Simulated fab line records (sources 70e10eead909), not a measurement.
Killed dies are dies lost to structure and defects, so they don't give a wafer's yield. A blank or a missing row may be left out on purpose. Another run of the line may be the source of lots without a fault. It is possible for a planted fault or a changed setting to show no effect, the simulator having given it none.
fab line records	flow nand-harc
record lots=12	wafers=36	last-day=25
route steps=1159 shown P_BONDPAD@381 A_ZERO_WELL@404 A_SOURCE_PLATE@415 END@1159
lots with no fault: from the same line, run without faults
start-h: hours from the record's first day to the start of the lot's first wafer shown	wait-h: how many hours have passed since the lot's step before this one	" repeats the value in the row above	L1.1+2: one row covering several wafers at once	- no value, or no start was given	* or withheld: withheld	< > ~ a bound
route shown NAME@n: NAME is a module with steps in the file, n the number in the route of the first one	usual: mean and standard deviation over wafers with no fault	same: alike in all rows	chamber/n: place in a boat	sites: readings site by site	_std_site: the values' standard deviation	_edge_site: mean of outer sites minus mean of inner sites	radius-mm: for every site, how far away it sits from the centre of the wafer	mask NAME#n: copy n	behind: the last tool/chamber to shape the wafer	hold: why the lot was held/for how many hours/how that ended	device: the n, p or np transistor that did not switch	end of line: the tests these same wafers got at the end of their route	a step with no rows: only its recipe	killed: count of dies lost to structure and defects at first sort (not the wafer's yield)	map: per-die view of a wafer (x killed, . not killed, _ where there is no die)
set.NAME: the setting as run; set.NAME@STEP: as run at that earlier step	model.NAME: the simulator's own value behind a step, which no gauge read
steps of the route over a sample of lots; a table a step, a row a wafer
services: the hour from which a tool's chamber was out of use, counted from the record's first day as start-h (under 0 if before that day), plus the number of hours and why
## steps
# step NHARC_P_BONDPAD_THK_MEAS_20
# recipe thk-meas-gauge=xrf
# usual thk-nm=160.7/1.4
lot.wafer	tool	chamber	start-h	wait-h	thk-nm
L815.3	film-metro-02	-	162.05	-	162.0
L815.4	"	-	"	"	158.9
L815.5	"	-	"	"	161.4
L817.1	film-metro-02	-	173.69	-	161.0
L817.5	"	-	"	"	161.2
L817.6	"	-	"	"	161.4
L822.3	film-metro-01	-	212.22	-	162.1
L822.4	"	-	"	"	160.3
L822.6	"	-	"	"	163.2
L824.1	film-metro-02	-	212.99	-	163.8
L824.3	"	-	"	"	162.4
L824.5	"	-	"	"	161.1
L823.4	film-metro-01	-	214.15	-	161.6
L823.5	"	-	"	"	163.1
L823.6	"	-	"	"	161.8
L825.2	film-metro-01	-	229.86	-	159.6
L825.4	"	-	"	"	159.6
L825.6	"	-	"	"	161.3
L827.2	film-metro-02	-	230.17	-	161.4
L827.3	"	-	"	"	161.5
L827.4	"	-	"	"	160.3
L826.1	film-metro-01	-	230.78	-	160.6
L826.3	"	-	"	"	159.4
L826.4	"	-	"	"	160.9
L829.2	film-metro-01	-	246.56	-	159.6
L829.4	"	-	"	"	161.6
L829.5	"	-	"	"	161.3
L830.1	film-metro-01	-	248.49	-	160.2
L830.2	"	-	"	"	160.4
L830.3	"	-	"	"	163.0
L831.3	film-metro-01	-	256.17	-	161.8
L831.4	"	-	"	"	161.2
L831.5	"	-	"	"	159.8
L833.3	film-metro-02	-	272.28	-	159.6
L833.5	"	-	"	"	161.4
L833.6	"	-	"	"	161.6
# step NHARC_A_ZERO_WELL_ETCH_19
# recipe target-depth-a=800	overetch-a=240	time-s=87.88	ion-energy-ev=200	n2-flow-sccm=150	h2-flow-sccm=150	ar-flow-sccm=0	rf-w=400	bias-w=150	chemistry=N2/H2
# usual chamber-pressure-mTorr=29.999/0.029	drypump-motor-current-A=5.9/0.38	oes-product-au=1.002/0.0093	rf-vpp-V=431.3/2.5	showerhead-plenum-p-Torr=2.07/0.084	throttle-valve-pct=14.171/0.0085
lot.wafer	tool	chamber	start-h	wait-h	chamber-pressure-mTorr	drypump-motor-current-A	oes-product-au	rf-hours-counter-h	rf-vpp-V	showerhead-plenum-p-Torr	throttle-valve-pct
L815.3	rie-diel-01	2	163.71	0.1	30.002	5.2	0.985	1	426.7	1.90	14.175
L815.4	"	3	"	"	29.990	5.9	0.997	1	433.5	2.17	14.166
L815.5	"	0	"	"	29.974	5.9	0.995	-	429.8	1.98	14.172
L817.1	rie-diel-13	3	175.65	0.2	29.978	6.6	1.026	5	431.7	2.04	14.168
L817.6	"	1	"	"	30.007	5.6	1.003	-	429.6	2.03	14.162
L817.5	"	2	"	"	30.000	5.8	1.025	-	432.7	2.16	14.164
L822.4	rie-diel-13	2	214.00	0.1	30.011	5.7	1.004	6	432.5	2.16	14.151
L822.3	"	3	"	"	30.021	6.6	1.007	7	430.6	2.04	14.187
L822.6	"	3	"	"	30.001	6.6	1.010	-	430.7	2.04	14.171
L824.3	rie-diel-01	1	214.76	0.1	30.052	6.5	1.008	3	431.5	2.06	14.180
L824.1	"	3	"	"	29.981	5.9	0.998	4	435.1	2.17	14.169
L824.5	"	1	"	"	29.940	6.5	1.006	-	432.0	2.06	14.175
L823.4	rie-diel-02	3	215.90	0.1	30.017	6.1	1.000	6	432.3	2.08	14.177
L823.6	"	3	"	"	29.967	6.1	1.001	-	432.4	2.08	14.163
L823.5	"	0	"	"	30.009	5.8	1.016	-	434.4	2.19	14.161
L825.4	rie-diel-02	3	231.79	0.2	29.958	6.1	1.003	8	431.2	2.08	14.167
L825.2	"	2	"	"	30.024	5.9	0.991	8	428.0	1.99	14.178
L825.6	"	0	"	"	30.030	5.8	1.010	-	434.8	2.19	14.170
L827.4	rie-diel-01	3	232.07	0.1	29.968	5.8	1.008	4	434.6	2.17	14.181
L827.2	"	0	"	"	30.019	5.9	0.993	4	428.8	1.98	14.167
L827.3	"	1	"	"	29.963	6.5	1.014	4	431.7	2.06	14.163
L826.1	rie-diel-13	1	232.69	0.1	30.050	5.5	1.003	7	430.4	2.03	14.162
L826.4	"	2	"	"	30.027	5.8	1.014	7	433.6	2.15	14.168
L826.3	"	3	"	"	29.983	6.6	1.009	8	430.4	2.04	14.179
L829.2	rie-diel-01	0	248.33	0.1	30.045	5.8	0.993	6	430.1	1.98	14.173
L829.4	"	1	"	"	30.007	6.5	1.011	5	431.7	2.06	14.168
L829.5	"	3	"	"	30.017	5.9	1.016	-	433.3	2.17	14.158
L830.1	rie-diel-02	0	250.34	0.1	30.018	5.8	1.003	9	435.4	2.19	14.166
L830.3	"	1	"	"	30.053	6.1	1.003	9	434.7	2.19	14.170
L830.2	"	2	"	"	30.004	5.9	0.983	10	430.9	1.99	14.175
L831.3	rie-diel-01	3	257.97	0.1	30.018	5.9	1.004	8	434.2	2.17	14.170
L831.4	"	1	"	"	29.984	6.5	1.014	7	430.9	2.06	14.163
L831.5	"	3	"	"	29.973	5.9	1.001	-	434.6	2.17	14.160
L833.3	rie-diel-13	2	274.09	0.1	29.975	5.8	1.002	11	434.2	2.15	14.183
L833.5	"	3	"	"	30.000	6.6	1.011	-	431.0	2.04	14.177
L833.6	"	0	"	"	29.992	5.5	1.007	-	428.8	2.05	14.175
# step NHARC_A_ZERO_WELL_INSPECT_17
# usual raw-defect-count=10/5.4
lot.wafer	tool	chamber	start-h	wait-h	raw-defect-count
L815.3	defect-inspect-01	-	164.92	0.1	18
L815.4	"	-	"	"	13
L815.5	"	-	"	"	7
L817.1	defect-inspect-01	-	176.86	0.2	24
L817.5	"	-	"	"	4
L817.6	"	-	"	"	16
L822.3	defect-inspect-01	-	215.23	0.1	12
L822.4	"	-	"	"	5
L822.6	"	-	"	"	10
L824.1	defect-inspect-02	-	215.97	0.2	9
L824.3	"	-	"	"	12
L824.5	"	-	"	"	11
L823.4	defect-inspect-02	-	217.22	0.1	6
L823.5	"	-	"	"	13
L823.6	"	-	"	"	6
L825.2	defect-inspect-02	-	233.01	0.1	10
L825.4	"	-	"	"	10
L825.6	"	-	"	"	17
L827.2	defect-inspect-02	-	233.42	0.1	11
L827.3	"	-	"	"	4
L827.4	"	-	"	"	13
L826.1	defect-inspect-02	-	233.93	0.2	1
L826.3	"	-	"	"	8
L826.4	"	-	"	"	5
L829.2	defect-inspect-02	-	249.55	0.1	13
L829.4	"	-	"	"	10
L829.5	"	-	"	"	9
L830.1	defect-inspect-01	-	251.56	0.2	10
L830.2	"	-	"	"	4
L830.3	"	-	"	"	9
L831.3	defect-inspect-01	-	259.26	0.1	16
L831.4	"	-	"	"	11
L831.5	"	-	"	"	24
L833.3	defect-inspect-01	-	280.67	0.1	13
L833.5	"	-	"	"	23
L833.6	"	-	"	"	5
# step NHARC_A_SOURCE_PLATE_OXIDE_02
# recipe target-thk-a=100	temp-c=900	ox-time-s=1362	material=SiO2
# usual ox-temp-c=900.0/0.41	ox-time-s=1362/0
lot.wafer	tool	chamber	start-h	wait-h	ox-temp-c	ox-time-s
L815.3	furnace-03	-	167.97	-	-	-
L815.4	"	-	"	"	-	-
L815.5	"	-	"	"	-	-
L815.3	furnace-03	0	171.98	0.3	899.6	1362
L815.4	"	0	"	"	899.4	1362
L815.5	"	0	"	"	899.4	1362
L817.1	furnace-03	0	179.92	-	900.3	1362
L817.5	"	0	"	"	899.8	1362
L817.6	"	0	"	"	899.7	1362
L817.1	furnace-03	0	186.66	3.0	900.3	1362
L817.5	"	0	"	"	900.4	1362
L817.6	"	0	"	"	900.2	1362
L822.3	furnace-03	0	218.99	-	899.8	1362
L822.4	"	0	"	"	900.1	1362
L822.6	"	0	"	"	899.6	1362
L823.4	furnace-03	0	218.99	-	899.8	1362
L823.5	"	0	"	"	899.7	1362
L823.6	"	0	"	"	899.8	1362
L824.1	furnace-03	0	218.99	-	900.4	1362
L824.3	"	0	"	"	900.5	1362
L824.5	"	0	"	"	900.4	1362
L825.2	furnace-06	0	236.37	-	900.0	1362
L825.4	"	0	"	"	900.1	1362
L825.6	"	0	"	"	899.8	1362
L826.1	furnace-06	0	236.37	-	899.9	1362
L826.3	"	0	"	"	899.8	1362
L826.4	"	0	"	"	899.3	1362
L827.2	furnace-06	0	236.37	-	899.2	1362
L827.3	"	0	"	"	899.5	1362
L827.4	"	0	"	"	899.6	1362
L829.2	furnace-06	0	252.91	-	899.9	1362
L829.4	"	0	"	"	899.5	1362
L829.5	"	0	"	"	900.2	1362
L830.1	furnace-06	0	252.91	-	900.2	1362
L830.2	"	0	"	"	901.2	1362
L830.3	"	0	"	"	900.7	1362
L831.3	furnace-06	0	262.62	-	899.7	1362
L831.4	"	0	"	"	900.6	1362
L831.5	"	0	"	"	900.3	1362
L833.3	furnace-03	0	283.73	-	900.3	1362
L833.5	"	0	"	"	900.4	1362
L833.6	"	0	"	"	900.3	1362
# step NHARC_A_SOURCE_PLATE_THK_MEAS_09
# recipe thk-meas-gauge=ellipsometry
# usual thk-nm=9.6/0.93
lot.wafer	tool	chamber	start-h	wait-h	thk-nm
L815.3	film-metro-01	-	176.43	0.7	15.6
L815.4	"	-	"	"	15.9
L815.5	"	-	"	"	16.0
L817.1	film-metro-01	-	191.12	0.7	15.6
L817.5	"	-	"	"	16.7
L817.6	"	-	"	"	17.0
L824.1	film-metro-01	-	223.09	0.4	10.5
L824.3	"	-	"	"	9.0
L824.5	"	-	"	"	9.8
L822.3	film-metro-02	-	223.09	0.4	11.0
L822.4	"	-	"	"	11.8
L822.6	"	-	"	"	8.4
L823.4	film-metro-02	-	223.10	0.4	11.0
L823.5	"	-	"	"	10.6
L823.6	"	-	"	"	10.2
L825.2	film-metro-01	-	240.44	0.4	9.3
L825.4	"	-	"	"	9.6
L825.6	"	-	"	"	9.8
L827.2	film-metro-02	-	240.44	0.4	8.5
L827.3	"	-	"	"	8.4
L827.4	"	-	"	"	9.5
L826.1	film-metro-01	-	240.45	0.4	9.1
L826.3	"	-	"	"	9.2
L826.4	"	-	"	"	10.0
L829.2	film-metro-02	-	257.05	0.4	8.9
L829.4	"	-	"	"	9.3
L829.5	"	-	"	"	9.3
L830.1	film-metro-02	-	257.06	0.4	9.0
L830.2	"	-	"	"	9.0
L830.3	"	-	"	"	10.6
L831.3	film-metro-01	-	266.72	0.4	7.1
L831.4	"	-	"	"	10.8
L831.5	"	-	"	"	8.9
L833.3	film-metro-02	-	287.81	0.4	9.1
L833.5	"	-	"	"	9.4
L833.6	"	-	"	"	9.6
# step NHARC_END_SORT_01
# recipe temp-c=25
# usual killed-at-array=29/11	killed-at-other=0.6/0.75	killed-at-periphery=3.1/2.1	killed-dies=32/11	killed-open=3.0/1.8	killed-short=1.8/1.3
# same gross-dies=677
lot.wafer	tool	chamber	start-h	wait-h	killed-at-array	killed-at-other	killed-at-periphery	killed-dies	killed-open	killed-short
L815.4	prober-01	0	461.33	3.4	18	0	2	20	2	1
L815.5	prober-01	0	462.13	3.7	20	2	6	28	7	3
L817.1	prober-01	0	474.64	2.5	19	0	4	23	6	1
L817.6	prober-01	0	478.70	4.1	32	0	6	38	3	2
# killed by level:class
L815.4 A_SLIT:chamber-film-flake=8 A_M1:chamber-film-flake=5 A_CONTACT:chamber-film-flake=2 P_M0:geometric-particle:open=1 A_SGD_CUT:geometric-particle:open=1 A_WL_FILL:geometric-particle:short=1 P_GATE:chamber-film-flake=1 A_STAIRCASE:chamber-film-flake=1
L815.5 A_CHANNEL_HOLE_D1:chamber-film-flake=4 A_SLIT:chamber-film-flake=4 A_CONTACT:chamber-film-flake=3 A_ONON_D1:geometric-particle:open=2 A_CHANNEL_FILL_D1:geometric-particle:short=2 P_ZERO_WELL:chamber-film-flake=2 P_GATE:geometric-particle:open=1 P_M1:geometric-particle:open=1
L817.1 A_SLIT:chamber-film-flake=9 A_CHANNEL_HOLE_D1:chamber-film-flake=4 A_STAIRCASE:chamber-film-flake=2 P_STI:geometric-particle:open=1 P_GATE:geometric-particle:open=1 P_CONTACT:geometric-particle:short=1 P_CONTACT:geometric-particle:open=1 A_ONON_D1:geometric-particle:open=1
L817.6 A_SLIT:chamber-film-flake=14 A_CHANNEL_HOLE_D1:chamber-film-flake=10 P_STI:chamber-film-flake=3 A_CONTACT:chamber-film-flake=2 P_CONTACT:geometric-particle:open=1 A_SLIT:geometric-particle:short=1 A_CONTACT:geometric-particle:open=1 A_BLC:geometric-particle:open=1
## services
tool	chamber	start-h	hours	kind
rie-diel-01	0	145.44	6.8	repair
rie-diel-01	1	147.14	-	clean
rie-diel-01	2	147.14	-	clean
rie-diel-01	3	147.14	-	clean
rie-diel-02	-	150.70	9.0	pm
rie-diel-01	0	171.64	-	clean
rie-diel-01	1	171.64	-	clean
rie-diel-01	2	171.64	-	clean
rie-diel-01	3	171.64	-	clean
rie-diel-01	0	196.14	-	clean
rie-diel-01	1	196.14	-	clean
rie-diel-01	2	196.14	-	clean
rie-diel-01	3	196.14	-	clean
furnace-06	-	198.00	26.0	pm
rie-diel-13	2	220.22	3.1	repair
rie-diel-01	0	220.64	-	clean
rie-diel-01	1	220.64	-	clean
rie-diel-01	2	220.64	-	clean
rie-diel-01	3	220.64	-	clean
rie-diel-01	0	245.14	-	clean
rie-diel-01	1	245.14	-	clean
rie-diel-01	2	245.14	-	clean
rie-diel-01	3	245.14	-	clean
rie-diel-13	-	276.00	9.0	pm
## key
first-sign step=NHARC_A_SOURCE_PLATE_OXIDE_02	reading=visit	direction=added
effect step=NHARC_A_SOURCE_PLATE_OXIDE_02	reading=tool-record	direction=missing
effect step=NHARC_A_SOURCE_PLATE_THK_MEAS_09	reading=thk-nm	direction=up	sigmas=7	usual=9.6	struck=16.1
met-at NHARC_A_SOURCE_PLATE_OXIDE_02
struck-lots L815,L817
tester-left-out L815,L817
not-acting-at NHARC_P_BONDPAD_THK_MEAS_20,NHARC_A_ZERO_WELL_ETCH_19,NHARC_A_ZERO_WELL_INSPECT_17
earlier-fault kind=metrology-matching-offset	tool=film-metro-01	chamber=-	onset-h=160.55	steps=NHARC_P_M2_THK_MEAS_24	param=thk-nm	offset=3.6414
fault kind=repeated-step-whole	tool=furnace-03,furnace-06	chamber=-	onset-h=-	steps=NHARC_A_SOURCE_PLATE_OXIDE_02	times=1	scope=struck-lots-only
# tester-left-out: of these lots the tester's yield and bins aren't shown, on N5 and GAA mostly nor the transistor test; their killed dies are dies lost to structure and defects alone, not to doping, threshold or leakage, so they don't give the yield
